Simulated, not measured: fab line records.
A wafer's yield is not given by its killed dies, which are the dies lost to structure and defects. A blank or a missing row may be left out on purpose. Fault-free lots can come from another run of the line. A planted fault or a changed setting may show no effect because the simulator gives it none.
The tool behind it: which one? + flow n5_finfet + 23 lots, 69 wafers sampled, at 6 steps of a route of 1938

== WHAT THE GAUGES SHOWED, per wafer ==
The record lacks any reading of a measuring or inspecting step that a usual standard deviation could be used to judge.

== EACH LOT AND THE TOOL THAT RAN IT (in order: tool; ch and the chambers of the sampled wafers; start) ==
| lot  | N5_BEOL_M3_SPUTTER_81        | N5_BEOL_M3_ANNEAL_91         | N5_BEOL_M3_DEP_57               | N5_BEOL_M4_STRIP_19                | N5_BEOL_M4_ETCH_69                 | N5_BEOL_M4_TRENCH_ETCH_37      |
|------|------------------------------|------------------------------|---------------------------------|------------------------------------|------------------------------------|--------------------------------|
| L074 | pvd_sputter-02, day 7 09:18  | pvd_sputter-02, day 7 10:02  | pecvd-01 ch 0,1,2, day 7 11:48  | rie_diel-05 ch 2,3, day 7 14:54    | rie_diel-05 ch 1,3, day 7 15:36    | rie_diel-02 ch 2,3, no start   |
| L075 | pvd_sputter-02, day 7 11:58  | pvd_sputter-02, day 7 12:42  | pecvd-01 ch 0,2, day 7 14:17    | rie_diel-05 ch 1,2,3, day 7 16:41  | rie_diel-02 ch 2,3, day 7 17:15    | rie_diel-05 ch 0,2,3, no start |
| L076 | pvd_sputter-03, day 8 02:56  | pvd_sputter-03, day 8 03:41  | pecvd-03 ch 0,1,2, day 8 05:30  | rie_diel-05 ch 0,1,2, day 8 07:05  | rie_diel-06 ch 0,3, day 8 07:40    | rie_diel-06 ch 0,2,3, no start |
| L077 | pvd_sputter-02, day 8 07:58  | pvd_sputter-02, day 8 08:43  | pecvd-01 ch 1,2, day 8 12:54    | rie_diel-05 ch 2,3, day 8 15:45    | rie_diel-05 ch 2,3, day 8 16:27    | rie_diel-02 ch 1,2, no start   |
| L079 | pvd_sputter-03, day 8 10:17  | pvd_sputter-03, day 8 11:01  | pecvd-03 ch 0,1, day 8 12:35    | rie_diel-02 ch 1,3, day 8 15:31    | rie_diel-06 ch 0,2,3, day 8 16:20  | rie_diel-02 ch 1,2, no start   |
| L078 | pvd_sputter-03, day 8 17:52  | pvd_sputter-03, day 8 18:37  | pecvd-01 ch 1,2, day 8 20:11    | rie_diel-05 ch 0,1,2, day 8 22:01  | rie_diel-06 ch 0,2,3, day 8 22:43  | rie_diel-02 ch 0,2,3, no start |
| L080 | pvd_sputter-01, day 8 21:44  | pvd_sputter-01, day 8 22:29  | pecvd-01 ch 0,1,2, day 9 00:02  | rie_diel-06 ch 1,3, day 9 03:15    | rie_diel-02 ch 1,2,3, day 9 03:49  | rie_diel-06 ch 0,2,3, no start |
| L081 | pvd_sputter-03, day 9 06:37  | pvd_sputter-03, day 9 07:22  | pecvd-01 ch 0,2, day 9 08:56    | rie_diel-06 ch 1,3, day 9 10:29    | rie_diel-02 ch 0,2,3, day 9 11:13  | rie_diel-05 ch 0,2, no start   |
| L082 | pvd_sputter-03, day 9 16:12  | pvd_sputter-03, day 9 16:56  | pecvd-03 ch 0,2, day 9 18:32    | rie_diel-05 ch 0,1, day 9 20:50    | rie_diel-02 ch 0,1, day 9 21:32    | rie_diel-02 ch 1,2,3, no start |
| L083 | pvd_sputter-01, day 10 06:22 | pvd_sputter-01, day 10 07:06 | pecvd-02 ch 0,1,2, day 10 08:44 | rie_diel-05 ch 1,2,3, day 10 11:05 | rie_diel-05 ch 0,3, day 10 11:41   | rie_diel-06 ch 0,1,2, no start |
| L084 | pvd_sputter-01, day 10 11:52 | pvd_sputter-01, day 10 12:37 | pecvd-01 ch 1,2, day 10 14:11   | rie_diel-06 ch 0,1,3, day 10 15:56 | rie_diel-02 ch 0,1,2, day 10 16:38 | rie_diel-06 ch 1,2, no start   |
| L085 | pvd_sputter-03, day 10 15:44 | pvd_sputter-03, day 10 16:28 | pecvd-03 ch 0,1,2, day 10 18:02 | rie_diel-02 ch 1,2, day 10 21:04   | rie_diel-02 ch 1,2, day 10 22:11   | rie_diel-06 ch 0,2,3, no start |
| L086 | pvd_sputter-01, day 10 15:52 | pvd_sputter-01, day 10 16:37 | pecvd-02 ch 0,1,2, day 10 18:10 | rie_diel-02 ch 0,1,2, day 10 21:07 | rie_diel-06 ch 1,2,3, day 10 22:12 | rie_diel-02 ch 0,2,3, no start |
| L087 | pvd_sputter-01, day 10 19:25 | pvd_sputter-01, day 10 20:09 | pecvd-03 ch 0,1, day 10 21:43   | rie_diel-02 ch 0,2,3, day 10 23:21 | rie_diel-05 ch 2,3, day 11 00:04   | rie_diel-02 ch 0,2,3, no start |
| L088 | pvd_sputter-03, day 10 22:51 | pvd_sputter-03, day 10 23:35 | pecvd-03 ch 0,2, day 11 01:09   | rie_diel-02 ch 2,3, day 11 05:01   | rie_diel-06 ch 1,2, day 11 05:50   | rie_diel-06 ch 0,1,2, no start |
| L090 | pvd_sputter-02, day 11 10:53 | pvd_sputter-02, day 11 11:38 | pecvd-03 ch 0,1,2, day 11 13:11 | rie_diel-06 ch 1,2,3, day 11 15:50 | rie_diel-06 ch 1,2,3, day 11 16:44 | rie_diel-06 ch 1,2,3, no start |
| L091 | pvd_sputter-03, day 11 23:15 | pvd_sputter-03, day 11 23:59 | pecvd-01 ch 0,2, day 12 01:56   | rie_diel-05 ch 0,2,3, day 12 05:55 | rie_diel-06 ch 0,1,2, day 12 06:47 | rie_diel-05 ch 0,2,3, no start |
| L092 | pvd_sputter-02, day 12 02:25 | pvd_sputter-02, day 12 03:09 | pecvd-02 ch 0,2, day 12 05:13   | rie_diel-06 ch 0,2, day 12 06:53   | rie_diel-02 ch 1,2,3, day 12 07:50 | rie_diel-05 ch 2,3, no start   |
| L094 | pvd_sputter-01, day 12 08:35 | pvd_sputter-01, day 12 09:19 | pecvd-02 ch 0,2, day 12 10:54   | rie_diel-05 ch 1,2,3, day 12 15:28 | rie_diel-02 ch 1,2,3, day 12 16:14 | rie_diel-05 ch 0,1,3, no start |
| L093 | pvd_sputter-02, day 12 10:55 | pvd_sputter-02, day 12 11:39 | pecvd-02 ch 0,2, day 12 13:14   | rie_diel-05 ch 1,2,3, day 12 16:07 | rie_diel-05 ch 1,2,3, day 12 16:48 | rie_diel-05 ch 1,2, no start   |
| L095 | pvd_sputter-02, day 13 02:52 | pvd_sputter-02, day 13 03:36 | pecvd-01 ch 0,2, day 13 05:10   | rie_diel-05 ch 1,2,3, day 13 06:39 | rie_diel-05 ch 0,1,2, day 13 07:13 | rie_diel-06 ch 0,1,3, no start |
| L096 | pvd_sputter-01, day 13 03:33 | pvd_sputter-01, day 13 04:17 | pecvd-02 ch 0,1, day 13 05:53   | rie_diel-05 ch 0,1,3, day 13 09:01 | rie_diel-02 ch 0,3, day 13 09:42   | rie_diel-02 ch 1,3, no start   |
| L097 | pvd_sputter-02, day 13 13:16 | pvd_sputter-02, day 13 14:01 | pecvd-02 ch 1,2, day 13 15:34   | rie_diel-06 ch 0,1,3, day 13 17:31 | rie_diel-02 ch 0,1,3, day 13 18:20 | rie_diel-06 ch 0,2,3, no start |
- N5_BEOL_M3_SPUTTER_81: material Cu, target thk 4.5 nm, time 8.29 s.
- N5_BEOL_M3_ANNEAL_91: time 240 s.
- N5_BEOL_M3_DEP_57: deposits SiCN from 3MS/NH3, target thk 8 nm, time 14 s.
- N5_BEOL_M4_STRIP_19: strips in O2.
- N5_BEOL_M4_ETCH_69: etches SiARC in CF4, target depth 15.6 nm, time 26 s.
- N5_BEOL_M4_TRENCH_ETCH_37: etches SiOC in C4F6/O2, target depth 55.555 nm, time 29.2 s.

== AS READ BY THE TOOLS THEMSELVES (means over the sampled wafers that have a number; for cases with no such wafer, the mark the record gives instead) ==
N5_BEOL_M3_SPUTTER_81.
| lot  | tool           | substrate_temp_c (C) | throttle_valve_pct (%) |
|------|----------------|----------------------|------------------------|
| L074 | pvd_sputter-02 | -20.00               | 29.3                   |
| L075 | pvd_sputter-02 | -20.00               | 29.1                   |
| L076 | pvd_sputter-03 | -20.07               | 30.2                   |
| L077 | pvd_sputter-02 | -20.00               | 29.4                   |
| L079 | pvd_sputter-03 | -19.94               | 30.3                   |
| L078 | pvd_sputter-03 | -20.02               | 30.1                   |
| L080 | pvd_sputter-01 | -19.96               | 30.0                   |
| L081 | pvd_sputter-03 | -19.98               | 30.6                   |
| L082 | pvd_sputter-03 | -19.92               | 30.3                   |
| L083 | pvd_sputter-01 | -19.84               | 30.3                   |
| L084 | pvd_sputter-01 | -20.03               | 30.5                   |
| L085 | pvd_sputter-03 | -20.06               | 30.3                   |
| L086 | pvd_sputter-01 | -20.01               | 30.7                   |
| L087 | pvd_sputter-01 | -19.95               | 30.1                   |
| L088 | pvd_sputter-03 | -20.01               | 30.0                   |
| L090 | pvd_sputter-02 | -20.05               | 29.2                   |
| L091 | pvd_sputter-03 | -19.99               | 30.2                   |
| L092 | pvd_sputter-02 | -20.10               | 29.3                   |
| L094 | pvd_sputter-01 | -19.95               | 29.9                   |
| L093 | pvd_sputter-02 | -20.17               | 28.9                   |
| L095 | pvd_sputter-02 | -19.98               | 29.3                   |
| L096 | pvd_sputter-01 | -19.93               | 29.8                   |
| L097 | pvd_sputter-02 | -20.01               | 29.3                   |

N5_BEOL_M3_ANNEAL_91.
| lot  | tool           | heater_power_w (W) |
|------|----------------|--------------------|
| L074 | pvd_sputter-02 | 849                |
| L075 | pvd_sputter-02 | 794                |
| L076 | pvd_sputter-03 | 780                |
| L077 | pvd_sputter-02 | 849                |
| L079 | pvd_sputter-03 | 778                |
| L078 | pvd_sputter-03 | 748                |
| L080 | pvd_sputter-01 | 792                |
| L081 | pvd_sputter-03 | 819                |
| L082 | pvd_sputter-03 | 790                |
| L083 | pvd_sputter-01 | 857                |
| L084 | pvd_sputter-01 | 745                |
| L085 | pvd_sputter-03 | 751                |
| L086 | pvd_sputter-01 | 819                |
| L087 | pvd_sputter-01 | 756                |
| L088 | pvd_sputter-03 | 743                |
| L090 | pvd_sputter-02 | 815                |
| L091 | pvd_sputter-03 | 760                |
| L092 | pvd_sputter-02 | 739                |
| L094 | pvd_sputter-01 | 787                |
| L093 | pvd_sputter-02 | 849                |
| L095 | pvd_sputter-02 | 861                |
| L096 | pvd_sputter-01 | 791                |
| L097 | pvd_sputter-02 | 814                |

N5_BEOL_M3_DEP_57.
| lot  | tool     | showerhead_plenum_p_Torr (Torr) | throttle_valve_pct (%) |
|------|----------|---------------------------------|------------------------|
| L074 | pecvd-01 | 3.671                           | 9.0                    |
| L075 | pecvd-01 | 3.671                           | 8.5                    |
| L076 | pecvd-03 | 3.670                           | 9.6                    |
| L077 | pecvd-01 | 3.661                           | 8.5                    |
| L079 | pecvd-03 | 3.672                           | 9.9                    |
| L078 | pecvd-01 | 3.668                           | 8.9                    |
| L080 | pecvd-01 | 3.674                           | 9.0                    |
| L081 | pecvd-01 | 3.669                           | 9.1                    |
| L082 | pecvd-03 | 3.663                           | 9.2                    |
| L083 | pecvd-02 | 3.667                           | 8.7                    |
| L084 | pecvd-01 | 3.667                           | 9.0                    |
| L085 | pecvd-03 | 3.664                           | 9.4                    |
| L086 | pecvd-02 | 3.663                           | 8.9                    |
| L087 | pecvd-03 | 3.667                           | 10.0                   |
| L088 | pecvd-03 | 3.666                           | 9.3                    |
| L090 | pecvd-03 | 3.672                           | 9.6                    |
| L091 | pecvd-01 | 3.672                           | 8.7                    |
| L092 | pecvd-02 | 3.664                           | 8.5                    |
| L094 | pecvd-02 | 3.670                           | 8.5                    |
| L093 | pecvd-02 | 3.672                           | 8.4                    |
| L095 | pecvd-01 | 3.666                           | 9.2                    |
| L096 | pecvd-02 | 3.671                           | 8.9                    |
| L097 | pecvd-02 | 3.671                           | 8.7                    |

N5_BEOL_M4_STRIP_19.
| lot  | tool        | drypump_motor_current_A (A) | o2_flow_sccm (sccm) | oes_product_au (a.u.) | rf_vpp_V (V) | showerhead_plenum_p_Torr (Torr) | throttle_valve_pct (%) |
|------|-------------|-----------------------------|---------------------|-----------------------|--------------|---------------------------------|------------------------|
| L074 | rie_diel-05 | 5.3                         | 225.2               | 0.86                  | 4.0          | 2.21                            | 16.54                  |
| L075 | rie_diel-05 | 5.2                         | 225.0               | 0.82                  | 3.6          | 2.17                            | 16.68                  |
| L076 | rie_diel-05 | 5.5                         | 224.9               | 0.90                  | 3.2          | 2.14                            | 16.54                  |
| L077 | rie_diel-05 | 5.1                         | 224.4               | 0.77                  | 3.7          | 2.19                            | 16.63                  |
| L079 | rie_diel-02 | 6.3                         | 224.9               | 0.77                  | 3.6          | 2.17                            | 16.55                  |
| L078 | rie_diel-05 | 5.5                         | 225.1               | 0.88                  | 3.9          | 2.14                            | 16.54                  |
| L080 | rie_diel-06 | 5.8                         | 225.2               | 0.94                  | 3.7          | 2.23                            | 16.63                  |
| L081 | rie_diel-06 | 5.9                         | 224.3               | 0.94                  | 3.6          | 2.23                            | 16.63                  |
| L082 | rie_diel-05 | 5.4                         | 225.0               | 0.84                  | 3.6          | 2.09                            | 16.69                  |
| L083 | rie_diel-05 | 5.2                         | 224.7               | 0.79                  | 3.5          | 2.17                            | 16.72                  |
| L084 | rie_diel-06 | 5.8                         | 224.5               | 0.82                  | 3.8          | 2.17                            | 16.78                  |
| L085 | rie_diel-02 | 6.4                         | 224.8               | 0.76                  | 3.6          | 2.20                            | 16.56                  |
| L086 | rie_diel-02 | 6.3                         | 224.7               | 0.75                  | 3.6          | 2.15                            | 16.58                  |
| L087 | rie_diel-02 | 6.0                         | 225.4               | 0.81                  | 3.7          | 2.10                            | 16.54                  |
| L088 | rie_diel-02 | 5.8                         | 225.0               | 0.89                  | 3.8          | 2.10                            | 16.47                  |
| L090 | rie_diel-06 | 5.6                         | 224.7               | 0.82                  | 3.8          | 2.14                            | 16.79                  |
| L091 | rie_diel-05 | 5.4                         | 224.7               | 0.80                  | 3.9          | 2.14                            | 16.53                  |
| L092 | rie_diel-06 | 5.3                         | 224.9               | 0.78                  | 4.0          | 2.02                            | 16.99                  |
| L094 | rie_diel-05 | 5.2                         | 225.2               | 0.78                  | 3.6          | 2.16                            | 16.75                  |
| L093 | rie_diel-05 | 5.2                         | 225.1               | 0.76                  | 4.0          | 2.16                            | 16.75                  |
| L095 | rie_diel-05 | 5.2                         | 225.3               | 0.76                  | 3.1          | 2.16                            | 16.77                  |
| L096 | rie_diel-05 | 5.3                         | 224.5               | 0.76                  | 3.3          | 2.09                            | 16.69                  |
| L097 | rie_diel-06 | 5.8                         | 225.1               | 0.87                  | 3.5          | 2.16                            | 16.69                  |

N5_BEOL_M4_ETCH_69.
| lot  | tool        | drypump_motor_current_A (A) | etch_rf_on_time_s (s) | oes_product_au (a.u.) | rf_vpp_V (V) | showerhead_plenum_p_Torr (Torr) | throttle_valve_pct (%) |
|------|-------------|-----------------------------|-----------------------|-----------------------|--------------|---------------------------------|------------------------|
| L074 | rie_diel-05 | 5.0                         | 26.7                  | 0.63                  | 185.1        | 2.20                            | 15.74                  |
| L075 | rie_diel-02 | 5.8                         | 26.5                  | 0.59                  | 184.1        | 2.14                            | 15.65                  |
| L076 | rie_diel-06 | 5.8                         | 25.8                  | 0.65                  | 185.0        | 2.16                            | 15.79                  |
| L077 | rie_diel-05 | 5.3                         | 26.5                  | 0.71                  | 185.3        | 2.26                            | 15.52                  |
| L079 | rie_diel-06 | 5.5                         | 25.8                  | 0.65                  | 183.8        | 2.14                            | 15.78                  |
| L078 | rie_diel-06 | 5.5                         | 25.8                  | 0.65                  | 183.6        | 2.14                            | 15.78                  |
| L080 | rie_diel-02 | 6.1                         | 26.4                  | 0.62                  | 184.7        | 2.19                            | 15.55                  |
| L081 | rie_diel-02 | 6.0                         | 26.4                  | 0.61                  | 184.8        | 2.15                            | 15.58                  |
| L082 | rie_diel-02 | 6.4                         | 25.9                  | 0.65                  | 184.6        | 2.17                            | 15.42                  |
| L083 | rie_diel-05 | 5.5                         | 25.4                  | 0.71                  | 183.1        | 2.13                            | 15.39                  |
| L084 | rie_diel-02 | 6.3                         | 26.0                  | 0.64                  | 184.7        | 2.19                            | 15.48                  |
| L085 | rie_diel-02 | 6.1                         | 26.5                  | 0.63                  | 185.4        | 2.21                            | 15.53                  |
| L086 | rie_diel-06 | 5.6                         | 25.5                  | 0.71                  | 184.8        | 2.19                            | 15.72                  |
| L087 | rie_diel-05 | 5.3                         | 26.3                  | 0.68                  | 185.0        | 2.25                            | 15.55                  |
| L088 | rie_diel-06 | 5.4                         | 25.9                  | 0.66                  | 184.2        | 2.12                            | 15.90                  |
| L090 | rie_diel-06 | 5.6                         | 25.8                  | 0.71                  | 184.9        | 2.19                            | 15.74                  |
| L091 | rie_diel-06 | 5.6                         | 26.0                  | 0.73                  | 183.9        | 2.13                            | 15.76                  |
| L092 | rie_diel-02 | 6.1                         | 26.5                  | 0.69                  | 184.3        | 2.18                            | 15.43                  |
| L094 | rie_diel-02 | 6.1                         | 26.1                  | 0.69                  | 185.9        | 2.18                            | 15.44                  |
| L093 | rie_diel-05 | 5.2                         | 26.4                  | 0.65                  | 184.4        | 2.21                            | 15.72                  |
| L095 | rie_diel-05 | 5.6                         | 26.0                  | 0.70                  | 183.4        | 2.17                            | 15.55                  |
| L096 | rie_diel-02 | 5.9                         | 26.6                  | 0.72                  | 183.2        | 2.11                            | 15.36                  |
| L097 | rie_diel-02 | 6.2                         | 26.3                  | 0.68                  | 184.2        | 2.15                            | 15.41                  |

N5_BEOL_M4_TRENCH_ETCH_37.
| lot  | tool        | drypump_motor_current_A (A) | oes_o_777_au (a.u.) | oes_product_au (a.u.) | rf_vpp_V (V) | showerhead_plenum_p_Torr (Torr) | throttle_valve_pct (%) |
|------|-------------|-----------------------------|---------------------|-----------------------|--------------|---------------------------------|------------------------|
| L074 | rie_diel-02 | 5.9                         | 0.72                | 0.71                  | 676          | 2.89                            | 20.78                  |
| L075 | rie_diel-05 | 5.4                         | 0.83                | 0.84                  | 667          | 2.92                            | 20.66                  |
| L076 | rie_diel-06 | 5.6                         | 0.77                | 0.76                  | 666          | 2.84                            | 21.01                  |
| L077 | rie_diel-02 | 6.3                         | 0.79                | 0.79                  | 673          | 2.96                            | 20.59                  |
| L079 | rie_diel-02 | 6.3                         | 0.79                | 0.78                  | 673          | 2.96                            | 20.60                  |
| L078 | rie_diel-02 | 6.0                         | 0.72                | 0.71                  | 674          | 2.85                            | 20.75                  |
| L080 | rie_diel-06 | 5.5                         | 0.75                | 0.75                  | 666          | 2.84                            | 21.03                  |
| L081 | rie_diel-05 | 5.8                         | 0.87                | 0.90                  | 666          | 2.86                            | 20.54                  |
| L082 | rie_diel-02 | 6.1                         | 0.74                | 0.72                  | 674          | 2.90                            | 20.74                  |
| L083 | rie_diel-06 | 5.6                         | 0.78                | 0.78                  | 665          | 2.84                            | 21.16                  |
| L084 | rie_diel-06 | 5.6                         | 0.86                | 0.85                  | 672          | 2.92                            | 21.11                  |
| L085 | rie_diel-06 | 5.5                         | 0.75                | 0.74                  | 666          | 2.83                            | 21.05                  |
| L086 | rie_diel-02 | 6.0                         | 0.81                | 0.80                  | 673          | 2.84                            | 20.66                  |
| L087 | rie_diel-02 | 6.0                         | 0.80                | 0.80                  | 674          | 2.84                            | 20.66                  |
| L088 | rie_diel-06 | 5.6                         | 0.77                | 0.77                  | 664          | 2.84                            | 21.17                  |
| L090 | rie_diel-06 | 5.6                         | 0.81                | 0.82                  | 671          | 2.90                            | 21.03                  |
| L091 | rie_diel-05 | 5.4                         | 0.78                | 0.80                  | 668          | 2.90                            | 20.71                  |
| L092 | rie_diel-05 | 5.3                         | 0.77                | 0.79                  | 670          | 2.98                            | 20.78                  |
| L094 | rie_diel-05 | 5.3                         | 0.76                | 0.77                  | 671          | 2.85                            | 20.86                  |
| L093 | rie_diel-05 | 5.4                         | 0.80                | 0.82                  | 674          | 2.96                            | 20.86                  |
| L095 | rie_diel-06 | 5.8                         | 0.87                | 0.87                  | 669          | 2.93                            | 20.92                  |
| L096 | rie_diel-02 | 6.3                         | 0.83                | 0.81                  | 669          | 2.90                            | 20.56                  |
| L097 | rie_diel-06 | 5.6                         | 0.81                | 0.81                  | 665          | 2.82                            | 20.96                  |

== THE ANSWER, worked out from the rows above alone ==
Rule: the usual values come from the lots themselves. Put in order of their means at a reading, lots are off if they are a third of the lots or fewer, leave a main group of 4 or more, and stand apart from it by a gap of 3 or more times the standard deviation of the main group's means; of several such gaps the widest counts. A main group is skipped when, at the precision printed for the reading in the tables above, its means are all equal. A lot without any number at a reading at which 4 lots or more have one is off too. The other lots that the step has rows for count as sound. The gauges are gone through in route order, then the tools' own readings, and for those a lot's mean is taken as printed above. At the first step where some lot is off, the reading lying furthest off is the one used; lots without a number count as furthest.
Across all readings shown, no lot is off: no conclusion can be drawn from this.

== WHAT THE SIMULATOR PUT IN ==
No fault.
